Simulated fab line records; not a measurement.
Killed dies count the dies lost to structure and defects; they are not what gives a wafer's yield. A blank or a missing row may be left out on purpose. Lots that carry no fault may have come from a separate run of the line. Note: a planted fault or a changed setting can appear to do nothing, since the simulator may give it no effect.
fab line records | flow nandHarc
[record] lots = 13 | wafers = 37 | lastDay = 33
route steps=1302 shown A_ZERO_WELL@405 A_SOURCE_PLATE@423 A_ONON_D1@427 END@1302
lots that met no fault: taken from a fault-free run of the same line
startH: hours from the record's opening day to when the first of the lot's shown wafers began | waitH: hours elapsed since this lot's preceding step | " same as the row above | L1.1+2: several wafers, shown together as one row | - value missing, or start not given | * or withheld: withheld | < > ~ a bound
route shown NAME@n: NAME is a module with steps in the file, n the number in the route of the first one | usual: mean/standard deviation of fault-free wafers | same: alike in all rows | chamber/n: place in a boat | sites: the reading at each site | _std_site: standard deviation across them | _edge_site: the outer-site mean with the inner-site mean subtracted | radiusMm: how far each site lies from the wafer's centre | mask NAME#n: copy n | behind: the most recent tool/chamber to have shaped the wafer | hold: why the lot was held/for how many hours/how that ended | device: whichever transistor did not switch (one of n, p or np) | end of line: at the end of the route, the tests of the same wafers | step lacking rows: just its recipe | killed: dies that structure and defects cost at the first sort, which is not the same as the wafer's yield | map: a wafer's dies, marking killed ones x, the rest . and places with no die _
set.NAME: the setting that was run; set.NAME@STEP: the one run at that earlier step | model.NAME: the simulator's own value behind a step, which no gauge read
steps of the route over a sample of lots; a table a step, a row a wafer
services: a tool's chamber out of use, with start hour (startH, from the record's first day; less than 0 if before it), hours out, and reason
[[steps]]
[step NHARC_A_ZERO_WELL_ETCH_13]
[recipe] targetDepthA = 1200 | timeS = 40.1 | hbrFlowSccm = 150 | cl2FlowSccm = 50 | rfW = 400 | icpW = 400 | biasW = 100 | chemistry = HBr/Cl2
[usual] drypumpMotorCurrentA = 5.6/0.36 | hbrFlowSccm = 149.9/0.47 | oesProductAu = 0.999/0.01 | throttleValvePct = 26.405/0.0092
lot.wafer | tool     | chamber | startH | waitH | drypumpMotorCurrentA | hbrFlowSccm | oesProductAu | rfHoursCounterH | throttleValvePct
L796.4    | rieSi-03 | 0       | 148.77 | -     | 5.6                  | 149.3       | 0.989        | 0.6             | 26.426
L796.1    | "        | 2       | "      | "     | 6.0                  | 149.4       | 0.998        | 0.7             | 26.407
L796.6    | "        | 0       | "      | "     | 5.7                  | 149.9       | 0.986        | -               | 26.413
L798.3    | rieSi-03 | 0       | 168.33 | -     | 5.7                  | 149.5       | 0.998        | 0.7             | 26.402
L798.2    | "        | 1       | "      | "     | 5.3                  | 151.0       | 1.002        | 0.9             | 26.406
L798.1    | "        | 2       | "      | "     | 6.0                  | 149.8       | 0.996        | 0.8             | 26.390
L800.2    | rieSi-03 | 1       | 181.21 | -     | 5.3                  | 150.4       | 1.014        | 1.0             | 26.404
L800.5    | "        | 0       | "      | "     | 5.7                  | 150.6       | 0.997        | -               | 26.423
L800.6    | "        | 1       | "      | "     | 5.3                  | 150.9       | 1.009        | -               | 26.403
L804.2    | rieSi-04 | 3       | 223.30 | -     | 5.6                  | 150.0       | 0.998        | 0.2             | 26.399
L804.6    | "        | 3       | "      | "     | 5.6                  | 149.4       | 0.997        | -               | 26.398
L806.4    | rieSi-03 | 2       | 247.82 | -     | 6.0                  | 150.3       | 0.979        | 0.1             | 26.398
L806.5    | "        | 2       | "      | "     | 6.0                  | 150.0       | 0.984        | -               | 26.404
L810.1    | rieSi-03 | 3       | 282.26 | -     | 5.0                  | 149.6       | 0.998        | 0.3             | 26.403
L810.4    | "        | 0       | "      | "     | 5.7                  | 151.0       | 1.006        | 0.2             | 26.407
L810.3    | "        | 1       | "      | "     | 5.3                  | 149.5       | 0.996        | 0.2             | 26.398
L811.1    | rieSi-04 | 3       | 286.49 | -     | 5.6                  | 150.2       | 1.008        | 0.7             | 26.396
L811.3    | "        | 0       | "      | "     | 6.3                  | 149.0       | 0.998        | 0.8             | 26.407
L811.4    | "        | 1       | "      | "     | 5.4                  | 150.3       | 0.998        | 0.9             | 26.405
L812.3    | rieSi-04 | 2       | 301.82 | -     | 5.3                  | 150.2       | 0.993        | 0.9             | 26.389
L812.4    | "        | 3       | "      | "     | 5.6                  | 150.5       | 1.003        | 0.8             | 26.389
L812.1    | "        | 1       | "      | "     | 5.5                  | 149.4       | 0.993        | 0.9             | 26.391
L813.3    | rieSi-04 | 1       | 311.81 | -     | 5.4                  | 149.4       | 1.000        | 1.0             | 26.405
L813.5    | "        | 1       | "      | "     | 5.4                  | 149.9       | 0.993        | -               | 26.399
L813.6    | "        | 2       | "      | "     | 5.3                  | 150.0       | 0.985        | -               | 26.410
L814.1    | rieSi-04 | 1       | 332.74 | -     | 5.4                  | 149.8       | 0.992        | 1.1             | 26.382
L814.2    | "        | 0       | "      | "     | 6.3                  | 150.0       | 1.000        | 1.0             | 26.406
L814.5    | "        | 1       | "      | "     | 5.4                  | 148.9       | 0.995        | -               | 26.396
L816.2    | rieSi-05 | 2       | 340.61 | -     | 5.9                  | 149.5       | 1.015        | 0.1             | 26.397
L816.1    | "        | 3       | "      | "     | 5.2                  | 150.5       | 1.025        | 0.1             | 26.415
L816.5    | "        | 0       | "      | "     | 5.6                  | 150.2       | 0.988        | -               | 26.402
L817.4    | rieSi-04 | 3       | 355.69 | -     | 5.6                  | 150.3       | 0.994        | 0.0             | 26.397
L817.1    | "        | 1       | "      | "     | 5.4                  | 150.0       | 0.997        | 0.0             | 26.407
L817.5    | "        | 0       | "      | "     | 6.3                  | 149.5       | 0.995        | -               | 26.403
L818.2    | rieSi-04 | 1       | 360.27 | -     | 5.4                  | 150.1       | 1.022        | 0.1             | 26.403
L818.3    | "        | 2       | "      | "     | 5.3                  | 149.8       | 1.011        | 0.0             | 26.385
L818.4    | "        | 3       | "      | "     | 5.6                  | 149.9       | 1.016        | 0.1             | 26.417
[step NHARC_A_SOURCE_PLATE_INSPECT_08]
[usual] rawDefectCount = 56/24
lot.wafer | tool             | chamber | startH | waitH | rawDefectCount
L796.1    | defectInspect-01 | -       | 172.40 | 0.0   | 35
L796.4    | "                | -       | "      | "     | 42
L796.6    | "                | -       | "      | "     | 37
L798.1    | defectInspect-02 | -       | 189.91 | 0.0   | 45
L798.2    | "                | -       | "      | "     | 25
L798.3    | "                | -       | "      | "     | 50
L800.2    | defectInspect-02 | -       | 201.61 | 0.0   | 93
L800.5    | "                | -       | "      | "     | 68
L800.6    | "                | -       | "      | "     | 53
L804.2    | defectInspect-01 | -       | 244.29 | 0.0   | 23
L804.6    | "                | -       | "      | "     | 62
L806.4    | defectInspect-01 | -       | 269.21 | 0.0   | 23
L806.5    | "                | -       | "      | "     | 30
L810.1    | defectInspect-02 | -       | 302.28 | 0.0   | 132
L810.3    | "                | -       | "      | "     | 53
L810.4    | "                | -       | "      | "     | 67
L811.1    | defectInspect-02 | -       | 308.82 | 0.0   | 44
L811.3    | "                | -       | "      | "     | 64
L811.4    | "                | -       | "      | "     | 26
L812.1    | defectInspect-02 | -       | 326.01 | 0.0   | 69
L812.3    | "                | -       | "      | "     | 76
L812.4    | "                | -       | "      | "     | 40
L813.3    | defectInspect-02 | -       | 332.33 | 0.0   | 77
L813.5    | "                | -       | "      | "     | 87
L813.6    | "                | -       | "      | "     | 77
L814.1    | defectInspect-02 | -       | 353.76 | 0.0   | 52
L814.2    | "                | -       | "      | "     | 65
L814.5    | "                | -       | "      | "     | 60
L816.1    | defectInspect-01 | -       | 359.38 | 0.0   | 61
L816.2    | "                | -       | "      | "     | 62
L816.5    | "                | -       | "      | "     | 60
L817.1    | defectInspect-02 | -       | 378.88 | 0.0   | 125
L817.4    | "                | -       | "      | "     | 79
L817.5    | "                | -       | "      | "     | 92
L818.2    | defectInspect-02 | -       | 378.89 | 0.0   | 47
L818.3    | "                | -       | "      | "     | 34
L818.4    | "                | -       | "      | "     | 36
[step NHARC_A_ONON_D1_THK_MEAS_05]
[recipe] thkMeasGauge = ellipsometry
[usual] thkNm = 1002/10
lot.wafer | tool         | chamber | startH | waitH | thkNm
L796.1    | filmMetro-01 | -       | 173.54 | -     | 991
L796.4    | "            | -       | "      | "     | 991
L796.6    | "            | -       | "      | "     | 993
L798.1    | filmMetro-02 | -       | 191.04 | -     | 1009
L798.2    | "            | -       | "      | "     | 1010
L798.3    | "            | -       | "      | "     | 1010
L800.2    | filmMetro-02 | -       | 202.75 | -     | 994
L800.5    | "            | -       | "      | "     | 994
L800.6    | "            | -       | "      | "     | 995
L804.2    | filmMetro-01 | -       | 245.43 | -     | 1004
L804.6    | "            | -       | "      | "     | 1005
L806.4    | filmMetro-01 | -       | 270.35 | -     | 1017
L806.5    | "            | -       | "      | "     | 1020
L810.1    | filmMetro-02 | -       | 303.42 | -     | 999
L810.3    | "            | -       | "      | "     | 998
L810.4    | "            | -       | "      | "     | 998
L811.1    | filmMetro-02 | -       | 309.97 | -     | 1008
L811.3    | "            | -       | "      | "     | 1007
L811.4    | "            | -       | "      | "     | 1006
L812.1    | filmMetro-01 | -       | 327.15 | -     | 989
L812.3    | "            | -       | "      | "     | 988
L812.4    | "            | -       | "      | "     | 989
L813.3    | filmMetro-02 | -       | 333.48 | -     | 1010
L813.5    | "            | -       | "      | "     | 1009
L813.6    | "            | -       | "      | "     | 1011
L814.1    | filmMetro-02 | -       | 354.91 | -     | 994
L814.2    | "            | -       | "      | "     | 996
L814.5    | "            | -       | "      | "     | 996
L816.1    | filmMetro-02 | -       | 360.53 | -     | 981
L816.2    | "            | -       | "      | "     | 980
L816.5    | "            | -       | "      | "     | 981
L817.1    | filmMetro-01 | -       | 380.02 | -     | 1013
L817.4    | "            | -       | "      | "     | 1015
L817.5    | "            | -       | "      | "     | 1013
L818.2    | filmMetro-01 | -       | 380.03 | -     | 996
L818.3    | "            | -       | "      | "     | 995
L818.4    | "            | -       | "      | "     | 996
[step NHARC_A_ONON_D1_DEP_12]
[recipe] targetThkA = 10000 | n2FlowSccm = 2750 | n2oFlowSccm = 2000 | nh3FlowSccm = 500 | sih4FlowSccm = 210 | tempC = 400
[usual] n2FlowSccm = 2752/8.8
lot.wafer | tool         | chamber | startH | waitH | n2FlowSccm
L796.1    | pecvdOnon-02 | 0       | 174.73 | 0.1   | 2739
L796.4    | "            | 0       | "      | "     | 2746
L796.6    | "            | 0       | "      | "     | 2753
L798.1    | pecvdOnon-04 | 0       | 192.23 | 0.1   | 2780
L798.2    | "            | 0       | "      | "     | 2759
L798.3    | "            | 0       | "      | "     | 2760
L800.2    | pecvdOnon-03 | 0       | 204.00 | 0.1   | 2750
L800.5    | "            | 0       | "      | "     | 2753
L800.6    | "            | 0       | "      | "     | 2757
L804.2    | pecvdOnon-02 | 0       | 246.67 | 0.1   | 2759
L804.6    | "            | 0       | "      | "     | 2750
L806.4    | pecvdOnon-02 | 0       | 271.72 | 0.2   | 2744
L806.5    | "            | 0       | "      | "     | 2742
L810.1    | pecvdOnon-04 | 0       | 304.60 | 0.1   | 2747
L810.3    | "            | 0       | "      | "     | 2761
L810.4    | "            | 0       | "      | "     | 2757
L811.1    | pecvdOnon-04 | 0       | 311.15 | 0.1   | 2740
L811.3    | "            | 0       | "      | "     | 2744
L811.4    | "            | 0       | "      | "     | 2750
L812.1    | pecvdOnon-02 | 0       | 328.34 | 0.1   | 2742
L812.3    | "            | 0       | "      | "     | 2750
L812.4    | "            | 0       | "      | "     | 2745
L813.3    | pecvdOnon-04 | 0       | 334.79 | 0.2   | 2746
L813.5    | "            | 0       | "      | "     | 2748
L813.6    | "            | 0       | "      | "     | 2754
L814.1    | pecvdOnon-04 | 0       | 356.09 | 0.1   | 2763
L814.2    | "            | 0       | "      | "     | 2756
L814.5    | "            | 0       | "      | "     | 2751
L816.1    | pecvdOnon-03 | 0       | 361.72 | 0.1   | 2748
L816.2    | "            | 0       | "      | "     | 2750
L816.5    | "            | 0       | "      | "     | 2744
L817.1    | pecvdOnon-04 | 0       | 381.23 | 0.1   | 2756
L817.4    | "            | 0       | "      | "     | 2742
L817.5    | "            | 0       | "      | "     | 2757
L818.2    | pecvdOnon-02 | 0       | 381.28 | 0.1   | 2762
L818.3    | "            | 0       | "      | "     | 2752
L818.4    | "            | 0       | "      | "     | 2745
[step NHARC_A_ONON_D1_THK_MEAS_14]
[recipe] thkMeasGauge = ellipsometry
[usual] thkNm = 1001/13
lot.wafer | tool         | chamber | startH | waitH | thkNm
L796.1    | filmMetro-01 | -       | 175.24 | -     | 999
L796.4    | "            | -       | "      | "     | 1000
L796.6    | "            | -       | "      | "     | 999
L798.1    | filmMetro-01 | -       | 192.74 | -     | 1007
L798.2    | "            | -       | "      | "     | 1008
L798.3    | "            | -       | "      | "     | 1008
L800.2    | filmMetro-01 | -       | 204.46 | -     | 995
L800.5    | "            | -       | "      | "     | 996
L800.6    | "            | -       | "      | "     | 995
L804.2    | filmMetro-01 | -       | 247.12 | -     | 653
L804.6    | "            | -       | "      | "     | 985
L806.4    | filmMetro-02 | -       | 272.06 | -     | 1014
L806.5    | "            | -       | "      | "     | 679
L810.1    | filmMetro-02 | -       | 305.12 | -     | 999
L810.3    | "            | -       | "      | "     | 999
L810.4    | "            | -       | "      | "     | 999
L811.1    | filmMetro-02 | -       | 311.66 | -     | 1008
L811.3    | "            | -       | "      | "     | 1010
L811.4    | "            | -       | "      | "     | 1010
L812.1    | filmMetro-01 | -       | 328.86 | -     | 989
L812.3    | "            | -       | "      | "     | 988
L812.4    | "            | -       | "      | "     | 991
L813.3    | filmMetro-02 | -       | 335.19 | -     | 1003
L813.5    | "            | -       | "      | "     | 1004
L813.6    | "            | -       | "      | "     | 1004
L814.1    | filmMetro-02 | -       | 356.60 | -     | 1016
L814.2    | "            | -       | "      | "     | 1017
L814.5    | "            | -       | "      | "     | 1016
L816.1    | filmMetro-01 | -       | 362.23 | -     | 1011
L816.2    | "            | -       | "      | "     | 1012
L816.5    | "            | -       | "      | "     | 1012
L818.2    | filmMetro-01 | -       | 381.74 | -     | 1013
L818.3    | "            | -       | "      | "     | 1010
L818.4    | "            | -       | "      | "     | 1013
L817.1    | filmMetro-01 | -       | 381.74 | -     | 999
L817.4    | "            | -       | "      | "     | 999
L817.5    | "            | -       | "      | "     | 1000
[step NHARC_END_SORT_01]
[recipe] tempC = 25
[usual] killedAtArray = 47/18 | killedAtOther = 0.9/1.1 | killedAtPeriphery = 4/3.1 | killedDies = 52/18 | killedOpen = 3.1/1.5 | killedShort = 2.4/1.5
[same] grossDies = 677
lot.wafer | tool      | chamber | startH | waitH | killedAtArray | killedAtOther | killedAtPeriphery | killedDies | killedOpen | killedShort
L804.2    | prober-01 | 0       | 640.40 | 2.8   | 670           | 0             | 7                 | 677        | 1          | 3
L804.6    | prober-01 | 0       | 643.55 | 3.9   | 88            | 1             | 4                 | 93         | 5          | 7
L806.4    | prober-01 | 0       | 665.56 | 3.4   | 39            | 2             | 6                 | 47         | 2          | 2
L806.5    | prober-01 | 0       | 666.37 | 3.7   | 674           | 0             | 3                 | 677        | 2          | 1
// killed by level:class
L804.2 A_ONON_D1:areaDep=588 A_CHANNEL_HOLE_D2:chamberFilmFlake=30 A_SLIT:chamberFilmFlake=24 A_CONTACT:chamberFilmFlake=8 A_CHANNEL_HOLE_D1:chamberFilmFlake=5 A_CHANNEL_FILL_D2:chamberFilmFlake=5 P_CONTACT:chamberFilmFlake=4 A_WL_FILL:chamberFilmFlake=3
L804.6 A_CHANNEL_HOLE_D2:chamberFilmFlake=35 A_SLIT:chamberFilmFlake=23 A_CONTACT:chamberFilmFlake=5 A_WL_FILL:chamberFilmFlake=4 P_STI:chamberFilmFlake=3 A_CHANNEL_HOLE_D1:chamberFilmFlake=3 A_DECK1_JOINT:chamberFilmFlake=3 A_CHANNEL_FILL_D2:chamberFilmFlake=3
L806.4 A_SLIT:chamberFilmFlake=23 A_CHANNEL_HOLE_D1:chamberFilmFlake=5 A_STAIRCASE:chamberFilmFlake=4 P_STI:chamberFilmFlake=3 A_ZERO_WELL:chamberFilmFlake=2 A_CONTACT:chamberFilmFlake=2 P_M0:geometricParticle:open=1 A_CHANNEL_FILL_D1:geometricParticle:open=1
L806.5 A_ONON_D1:areaDep=632 A_SLIT:chamberFilmFlake=21 A_STAIRCASE:chamberFilmFlake=7 A_WL_FILL:chamberFilmFlake=3 A_CONTACT:chamberFilmFlake=3 A_ZERO_WELL:chamberFilmFlake=2 A_CHANNEL_HOLE_D1:chamberFilmFlake=2 A_ONON_D1:geometricParticle:open=1
[[services]]
tool         | chamber | startH | hours | kind
rieSi-05     | -       | 128.00 | 9.0   | pm
pecvdOnon-04 | -       | 130.50 | 13.0  | pm
rieSi-03     | 3       | 130.55 | 15.9  | repair
pecvdOnon-04 | -       | 148.17 | 3.1   | repair
rieSi-04     | -       | 165.00 | 9.0   | pm
rieSi-04     | 0       | 165.00 | 9.0   | ventCycle
rieSi-04     | 1       | 165.00 | 9.0   | ventCycle
rieSi-04     | 2       | 165.00 | 9.0   | ventCycle
rieSi-04     | 3       | 165.00 | 9.0   | ventCycle
rieSi-04     | 0       | 174.00 | -     | clean
rieSi-04     | 1       | 174.00 | -     | clean
rieSi-04     | 2       | 174.00 | -     | clean
rieSi-04     | 3       | 174.00 | -     | clean
pecvdOnon-02 | -       | 185.06 | 13.0  | pm
rieSi-05     | 2       | 198.52 | 6.1   | repair
rieSi-03     | -       | 221.00 | 9.0   | pm
rieSi-05     | 0       | 226.65 | 2.4   | repair
pecvdOnon-03 | -       | 227.26 | 13.0  | pm
rieSi-03     | -       | 248.23 | 0.6   | repair
rieSi-05     | 3       | 263.69 | 7.1   | repair
rieSi-05     | -       | 305.00 | 9.0   | pm
pecvdOnon-04 | -       | 311.51 | 13.0  | pm
rieSi-04     | -       | 342.00 | 9.0   | pm
pecvdOnon-02 | -       | 366.06 | 13.0  | pm
[[key]]
[firstSign] step = NHARC_A_ONON_D1_THK_MEAS_14 | reading = thkNm | direction = down | sigmas = 27 | usual = 1001 | struck = 666
[effect] step = NHARC_END_SORT_01 | reading = killedAtArray | direction = up | sigmas = 35 | usual = 47 | struck = 672
[moreKillsBornAt] NHARC_A_ONON_D1_DEP_12@pecvdOnon-02 = 1220
metAt NHARC_A_ONON_D1_DEP_12
struckLots L804,L806
struckWafers L804.2,L806.5
laterRowsLeftOut L804.2,L806.5
testerLeftOut L804,L806
notActingAt NHARC_A_ZERO_WELL_ETCH_13,NHARC_A_SOURCE_PLATE_INSPECT_08,NHARC_A_ONON_D1_THK_MEAS_05
onsetBetween 174.73 246.67
[fault] kind = processParameterDrift | tool = pecvdOnon-02 | chamber = - | onsetH = 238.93 | steps = NHARC_A_ONON_D1_DEP_12 | channel = targetThkA | offset = * | shape = step | endH = 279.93 | scope = struckWafersOnly | actsIn = * | stated = *
// testerLeftOut: of these lots the tester's yield and bins aren't shown, on N5 and GAA mostly nor the transistor test; their killed dies are dies lost to structure and defects alone, not to doping, threshold or leakage, so they don't give the yield
// laterRowsLeftOut: the simulator's readings of these wafers behind a module that went badly wrong aren't trusted and aren't shown, but for the sort
